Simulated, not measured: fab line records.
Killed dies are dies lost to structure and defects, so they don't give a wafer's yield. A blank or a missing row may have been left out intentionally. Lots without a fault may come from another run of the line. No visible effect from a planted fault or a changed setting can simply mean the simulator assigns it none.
fab line records	flow nand_harc
record lots=13	wafers=38	last_day=25
route steps=1159 shown P_GATE@169 A_BONDPAD@1079 HYBRID_BOND@1094 THIN_TSV@1126 END@1159
lots that met no fault: from a run of the same line without faults
start_h: hours from the record's first day to the start of the lot's first wafer shown	wait_h: hours since the lot's step before	" repeats the value in the row above	L1.1+2: a row that stands for several wafers	- value missing, or start not given	* or withheld: withheld	< > ~ a bound
route shown NAME@n: NAME is a module with steps in the file, n the number in the route of the first one	usual: mean/standard deviation of fault-free wafers	same: alike in all rows	chamber/n: place in a boat	sites: per-site readings	_std_site: their standard deviation	_edge_site: inner sites' mean taken away from outer sites' mean	radius_mm: for every site, how far away it sits from the centre of the wafer	mask NAME#n: copy n	behind: the most recent tool/chamber to have shaped the wafer	hold: why the lot was held/for how many hours/how that ended	device: the n, p or np transistor that did not switch	end of line: the same wafers' tests at the end of the route	step lacking rows: just its recipe	killed: the dies lost at the first sort to structure and to defects; this is not the yield of the wafer	map: a wafer's dies, x killed, . not, _ none there
set.NAME: the setting as run; set.NAME@STEP: as run at that earlier step	model.NAME: the simulator's own value behind a step, which no gauge read
the route's steps for a sample of lots (tables are steps, rows are wafers)
services: the hour from which a tool's chamber was out of use, counted from the record's first day as start_h (under 0 if before that day), plus the number of hours and why
## steps
# step NHARC_P_GATE_DEVELOP_45
# recipe time_s=70
# usual exhaust_pa=45.0/0.95
lot.wafer	tool	chamber	start_h	wait_h	exhaust_pa
L798.2	litho_track-05	0	106	-	47.1
L798.3	"	0	"	"	46.4
L798.4	"	0	"	"	45.3
L800.1	litho_track-02	0	118	-	44.4
L800.3	"	0	"	"	44.8
L800.4	"	0	"	"	43.9
L801.2	litho_track-05	0	118	-	46.1
L801.5	"	0	"	"	45.9
L801.6	"	0	"	"	44.9
L802.1	litho_track-05	0	133	-	44.3
L802.4	"	0	"	"	44.4
L802.6	"	0	"	"	44.6
L803.1	litho_track-03	0	144	-	45.2
L803.5	"	0	"	"	43.8
L803.6	"	0	"	"	45.6
L806.1	litho_track-03	0	154	-	45.2
L806.2	"	0	"	"	46.2
L806.5	"	0	"	"	46.5
L805.1	litho_track-05	0	159	-	44.3
L805.2	"	0	"	"	45.3
L805.5	"	0	"	"	44.3
L807.4	litho_track-05	0	160	-	44.7
L807.5	"	0	"	"	44.7
L807.6	"	0	"	"	44.5
L809.1	litho_track-02	0	176	-	45.2
L809.2	"	0	"	"	44.6
L809.6	"	0	177	-	47.0
L808.1	litho_track-05	0	177	-	45.0
L808.4	"	0	"	"	45.3
L808.6	"	0	"	"	45.3
L812.1	litho_track-05	0	197	-	42.2
L812.3	"	0	"	"	44.1
L818.3	litho_track-02	0	224	-	45.2
L818.4	"	0	"	"	45.3
L818.5	"	0	"	"	44.9
L820.3	litho_track-03	0	240	-	45.0
L820.4	"	0	"	"	45.2
L820.6	"	0	"	"	44.7
# step NHARC_A_BONDPAD_STRIP_15
# recipe o2_flow_sccm=500	ar_flow_sccm=0	bias_w=0	chemistry=O2
# usual drypump_motor_current_A=6.0/0.51	o2_flow_sccm=500.1/1.5	oes_product_au=1.004/0.02	rf_vpp_V=58.0/0.81	showerhead_plenum_p_Torr=3.56/0.15	throttle_valve_pct=17.037/0.0081
lot.wafer	tool	chamber	start_h	wait_h	drypump_motor_current_A	o2_flow_sccm	oes_product_au	rf_hours_counter_h	rf_vpp_V	showerhead_plenum_p_Torr	throttle_valve_pct
L798.3	rie_diel-06	1	414.96	0.1	5.4	502.4	1.001	6	58.9	3.33	17.044
L798.4	"	3	"	"	5.4	503.5	1.022	6	58.4	3.72	17.046
L798.2	"	0	"	"	6.7	499.7	0.991	5	59.2	3.49	17.053
L801.2	rie_diel-05	3	415.15	0.1	5.7	496.1	1.030	4	58.6	3.61	17.024
L801.5	"	2	"	"	6.1	500.4	0.977	-	57.2	3.43	17.047
L801.6	"	3	"	"	5.7	499.5	1.025	-	58.4	3.61	17.040
L800.3	rie_diel-06	3	416.29	0.1	5.4	497.6	1.019	6	57.6	3.72	17.024
L800.4	"	0	"	"	6.7	500.2	0.993	6	58.5	3.49	17.042
L800.1	"	1	"	"	5.5	501.4	0.988	6	57.0	3.33	17.038
L802.1	rie_diel-05	3	432.91	0.1	5.7	501.2	1.031	7	58.4	3.60	17.050
L802.4	"	0	"	"	6.0	500.2	0.988	16	57.9	3.55	17.042
L802.6	"	3	"	"	5.7	500.1	1.020	-	56.7	3.60	17.041
L807.4	rie_diel-06	0	450.20	0.1	6.7	500.5	0.971	1	56.1	3.49	17.025
L807.5	"	3	"	"	5.4	499.2	1.015	-	58.6	3.72	17.044
L807.6	"	0	"	"	6.7	500.0	0.969	-	56.8	3.49	17.039
L803.1	rie_diel-05	0	453.67	0.1	5.9	500.0	1.000	19	57.5	3.55	17.046
L803.5	"	3	"	"	5.8	499.6	1.040	-	58.8	3.60	17.046
L803.6	"	0	"	"	6.0	499.4	0.989	-	57.6	3.55	17.033
L806.2	rie_diel-06	0	458.67	0.1	6.7	499.1	0.966	1	58.5	3.49	17.046
L806.1	"	1	"	"	5.4	497.5	1.033	1	57.0	3.33	17.037
L806.5	"	3	"	"	5.4	502.0	1.020	-	56.9	3.72	17.022
L805.2	rie_diel-05	0	463.41	0.1	5.9	499.0	0.995	20	56.7	3.55	17.037
L805.1	"	3	"	"	5.7	498.4	1.042	12	57.8	3.60	17.047
L805.5	"	1	"	"	5.8	501.6	1.010	-	56.7	3.44	17.039
L809.2	rie_diel-05	2	495.64	0.1	6.2	497.1	0.993	27	58.9	3.42	17.040
L809.1	"	3	"	"	5.7	500.9	1.020	18	57.3	3.60	17.053
L809.6	"	1	"	"	5.8	500.9	1.010	-	57.7	3.43	17.049
L808.4	rie_diel-05	3	506.36	0.1	5.7	499.8	1.020	19	58.0	3.60	17.045
L808.6	"	0	"	"	6.0	499.5	0.987	-	58.8	3.54	17.041
L818.3	rie_diel-06	3	529.41	0.1	5.4	500.2	1.022	4	58.6	3.71	17.035
L818.5	"	2	"	"	6.6	500.2	0.998	-	57.9	3.78	17.038
L818.4	"	3	"	"	5.4	500.8	1.034	-	60.1	3.71	17.036
L820.4	rie_diel-06	3	549.85	0.1	5.4	500.8	1.017	5	57.1	3.71	17.052
L820.3	"	0	"	"	6.6	499.2	0.969	4	58.8	3.49	17.024
L820.6	"	3	"	"	5.4	501.7	1.023	-	58.7	3.71	17.036
# step NHARC_HYBRID_BOND_ACTIVATE_00
# recipe time_s=60	n2_flow_sccm=200	ar_flow_sccm=0	bias_power_w=0	chemistry=N2
# usual drypump_motor_current_A=5.8/0.31	oes_product_au=0.998/0.011	rf_vpp_V=64.0/0.88	showerhead_plenum_p_Torr=1.74/0.046
# same time_s=60
lot.wafer	tool	chamber	start_h	wait_h	drypump_motor_current_A	oes_product_au	rf_hours_counter_h	rf_vpp_V	showerhead_plenum_p_Torr
L798.2	rie_diel-01	1	417.17	0.1	5.7	1.003	36	65.6	1.80
L798.4	"	2	"	"	5.9	1.003	37	64.0	1.73
L798.3	"	0	"	"	6.6	0.990	38	63.7	1.71
L801.2	rie_diel-03	1	417.40	0.1	6.0	0.992	2	63.1	1.70
L801.5	"	3	"	"	6.1	1.007	-	65.3	1.77
L801.6	"	0	"	"	5.4	1.001	-	65.0	1.71
L800.1	rie_diel-01	2	418.49	0.1	5.9	1.001	37	63.8	1.73
L800.4	"	3	"	"	5.5	0.984	39	62.7	1.65
L800.3	"	0	"	"	6.6	0.999	38	63.9	1.71
L802.4	rie_diel-08	1	435.13	0.1	5.0	0.978	55	63.9	1.70
L802.1	"	3	"	"	5.3	1.008	56	64.9	1.80
L802.6	"	1	"	"	5.0	0.983	-	60.9	1.70
L807.4	rie_diel-03	0	452.49	0.1	5.4	0.990	6	62.7	1.71
L807.6	"	1	"	"	6.0	0.996	-	64.1	1.70
L807.5	"	2	"	"	5.9	1.008	-	62.6	1.79
L803.1	rie_diel-03	2	455.88	0.1	5.9	1.016	6	64.1	1.79
L803.6	"	1	"	"	6.0	0.991	-	63.5	1.70
L803.5	"	2	"	"	5.9	1.009	-	64.6	1.79
L806.2	rie_diel-03	1	460.89	0.1	6.0	0.998	7	64.2	1.70
L806.1	"	2	"	"	5.9	0.997	6	64.2	1.79
L806.5	"	1	"	"	6.0	1.005	-	62.8	1.70
L805.2	rie_diel-08	1	465.65	0.1	5.0	0.982	66	64.1	1.70
L805.1	"	3	"	"	5.3	0.997	67	64.0	1.80
L805.5	"	0	"	"	6.1	1.004	-	63.3	1.65
L809.1	rie_diel-03	2	497.99	0.1	5.9	0.999	9	65.4	1.79
L809.2	"	1	"	"	6.0	1.005	9	64.9	1.70
L809.6	"	3	"	"	6.0	0.996	-	63.5	1.77
L808.4	rie_diel-03	1	508.59	0.1	6.0	0.989	10	63.8	1.70
L808.6	"	1	"	"	6.0	0.997	-	64.3	1.70
L818.3	rie_diel-03	1	531.66	0.1	6.0	1.015	13	63.9	1.70
L818.4	"	3	"	"	6.0	1.002	12	64.4	1.77
L818.5	"	0	"	"	5.4	0.987	-	62.4	1.70
L820.3	rie_diel-03	2	552.13	0.1	5.9	1.007	14	66.1	1.79
L820.4	"	3	"	"	6.0	0.989	14	63.8	1.77
L820.6	"	2	"	"	5.9	1.000	-	65.4	1.79
# step NHARC_THIN_TSV_STRIP_62
# recipe power_w=1500	temp_c=250	time_s=20	chemistry=N2/H2
# usual drypump_motor_current_A=5.7/0.31	heater_power_w=305/7.6	rf_refl_power_W=17.3/1.7
# same time_s=20
lot.wafer	tool	chamber	start_h	wait_h	drypump_motor_current_A	heater_power_w	rf_hours_counter_h	rf_refl_power_W
L798.2	plasma_asher-01	0	433.69	-	5.9	300	49	16.3
L798.4	"	1	"	"	5.5	306	-	15.9
L798.3	"	0	"	"	5.9	298	-	16.7
L801.2	plasma_asher-01	0	434.91	-	5.9	289	50	16.4
L801.5	"	0	"	"	5.9	295	-	16.0
L801.6	"	1	"	"	5.5	305	-	16.4
L800.1	plasma_asher-01	0	437.37	-	5.9	301	50	16.0
L800.4	"	0	"	"	5.9	297	-	16.4
L800.3	"	1	"	"	5.5	307	-	16.3
L802.1	plasma_asher-01	1	451.07	-	5.5	310	56	16.4
L802.4	"	1	"	"	5.5	316	-	16.9
L802.6	"	0	"	"	5.9	301	-	15.8
L807.4	plasma_asher-02	1	471.47	-	5.3	294	-	19.6
L807.5	"	0	"	"	6.3	300	-	20.3
L807.6	"	1	"	"	5.3	302	-	19.5
L803.1	plasma_asher-02	0	472.10	-	6.3	300	39	20.2
L803.6	"	0	"	"	6.3	306	-	20.7
L803.5	"	1	"	"	5.3	292	-	20.7
L806.2	plasma_asher-02	0	476.22	-	6.3	306	42	21.0
L806.1	"	1	"	"	5.3	312	42	20.0
L806.5	"	0	"	"	6.3	297	-	20.7
L805.2	plasma_asher-01	1	483.54	-	5.5	315	2	-
L805.1	"	0	"	"	5.9	306	2	-
L805.5	"	0	"	"	5.9	310	-	-
L809.1	plasma_asher-01	0	513.31	-	5.9	307	14	15.7
L809.2	"	1	"	"	5.5	309	14	17.2
L809.6	"	1	"	"	5.5	311	-	16.2
L808.4	plasma_asher-01	0	525.27	-	5.9	313	-	16.6
L808.6	"	1	"	"	5.5	317	-	16.9
L818.3	plasma_asher-02	1	546.69	-	5.3	285	-	19.1
L818.4	"	0	"	"	6.3	319	-	19.6
L818.5	"	1	"	"	5.3	288	-	19.6
L820.4	plasma_asher-01	1	564.68	-	5.5	315	-	16.9
L820.3	"	0	"	"	5.9	301	-	15.9
L820.6	"	1	"	"	5.5	317	-	16.0
# step NHARC_END_SORT_01
# recipe temp_c=25
# usual killed_at_array=26/9.1	killed_at_other=0.7/0.9	killed_at_periphery=3.6/2.8	killed_dies=30/9.2	killed_open=3.0/1.9	killed_short=2.0/1.4
# same gross_dies=677
lot.wafer	tool	chamber	start_h	wait_h	killed_at_array	killed_at_other	killed_at_periphery	killed_dies	killed_open	killed_short
L808.1	prober-02	0	537.37	2.5	39	1	637	677	2	2
L808.4	prober-02	0	539.78	3.4	40	1	4	45	4	1
L808.6	prober-02	0	541.38	4.0	32	1	2	35	7	2
L812.1	prober-01	0	561.74	2.5	26	0	651	677	4	0
L812.3	prober-01	0	563.36	3.1	16	0	661	677	2	3
# killed by level:class
L808.1 P_GATE:area_develop=633 A_SLIT:chamber_film_flake=16 A_CHANNEL_HOLE_D1:chamber_film_flake=15 A_CONTACT:chamber_film_flake=5 P_M1:chamber_film_flake=2 P_CONTACT:geometric_particle:short=1 P_M2:geometric_particle:open=1 A_WL_FILL:geometric_particle:open=1
L808.4 A_CHANNEL_HOLE_D1:chamber_film_flake=19 A_SLIT:chamber_film_flake=13 A_STAIRCASE:chamber_film_flake=3 A_WL_FILL:chamber_film_flake=2 P_CONTACT:geometric_particle:open=1 P_M0:geometric_particle:open=1 A_CHANNEL_HOLE_D1:geometric_particle:open=1 A_M0:geometric_particle:open=1
L808.6 A_CHANNEL_HOLE_D1:chamber_film_flake=10 A_SLIT:chamber_film_flake=9 A_STAIRCASE:chamber_film_flake=3 A_M0:geometric_particle:open=2 A_CONTACT:chamber_film_flake=2 P_M0:geometric_particle:open=1 P_M2:geometric_particle:open=1 A_CHANNEL_FILL_D1:geometric_particle:open=1
L812.1 P_GATE:area_develop=640 A_CHANNEL_HOLE_D1:chamber_film_flake=19 P_BONDPAD:chamber_film_flake=7 A_CONTACT:chamber_film_flake=4 A_M0:geometric_particle:open=2 P_M1:chamber_film_flake=2 P_CONTACT:geometric_particle:open=1 A_CONTACT:geometric_particle:open=1
L812.3 P_GATE:area_develop=653 A_CHANNEL_HOLE_D1:chamber_film_flake=10 P_BONDPAD:chamber_film_flake=4 A_CONTACT:chamber_film_flake=3 P_GATE:geometric_particle:short=1 P_CONTACT:geometric_particle:open=1 A_CHANNEL_HOLE_D1:geometric_particle:short=1 A_SGD_CUT:geometric_particle:open=1
## services
tool	chamber	start_h	hours	kind
plasma_asher-01	-	98.71	8.9	repair
rie_diel-03	2	105.56	2.8	repair
plasma_asher-01	-	116.96	1.7	repair
rie_diel-03	2	127.68	7.1	repair
rie_diel-06	2	137.59	1.5	repair
rie_diel-05	1	140.06	5.8	repair
rie_diel-03	2	155.35	11.9	repair
rie_diel-05	-	163.69	9.0	pm
rie_diel-05	1	181.30	29.0	repair
rie_diel-06	-	185.59	0.4	repair
rie_diel-05	0	192.09	8.7	repair
rie_diel-03	3	198.12	6.9	repair
rie_diel-06	1	202.30	1.3	repair
rie_diel-03	-	215.31	9.0	pm
litho_track-05	-	237.00	7.0	pm
rie_diel-06	-	241.20	9.0	pm
rie_diel-05	3	260.47	132.0	repair
rie_diel-06	1	278.99	1.4	repair
rie_diel-05	1	282.86	29.3	repair
plasma_asher-01	-	284.71	9.0	pm
rie_diel-03	-	392.37	9.0	pm
litho_track-05	-	412.00	7.0	pm
rie_diel-06	-	418.20	9.0	pm
plasma_asher-01	-	461.71	9.0	pm
## key
first_sign step=NHARC_END_SORT_01	reading=killed_at_periphery	direction=up	sigmas=99+	usual=3.6	struck=649.7
effect step=NHARC_END_SORT_01	reading=killed_dies	direction=up	sigmas=70	usual=30	struck=677
more_kills_born_at NHARC_P_GATE_DEVELOP_45@litho_track-05=1926
met_at NHARC_P_GATE_DEVELOP_45
struck_lots L808,L812
struck_wafers L808.1,L812.1,L812.3
later_rows_left_out L808.1,L812.1,L812.3
tester_left_out L808,L812
not_acting_at NHARC_A_BONDPAD_STRIP_15,NHARC_HYBRID_BOND_ACTIVATE_00,NHARC_THIN_TSV_STRIP_62
onset_between 160 177
fault kind=process_parameter_drift	tool=litho_track-05	chamber=-	onset_h=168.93	steps=NHARC_P_GATE_DEVELOP_45	channel=time_s	offset=*	shape=step	end_h=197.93	scope=struck_wafers_only	acts_in=*	stated=*
# tester_left_out: of these lots the tester's yield and bins aren't shown, on N5 and GAA mostly nor the transistor test; their killed dies are dies lost to structure and defects alone, not to doping, threshold or leakage, so they don't give the yield
# later_rows_left_out: the simulator's readings of these wafers behind a module that went badly wrong aren't trusted and aren't shown, but for the sort
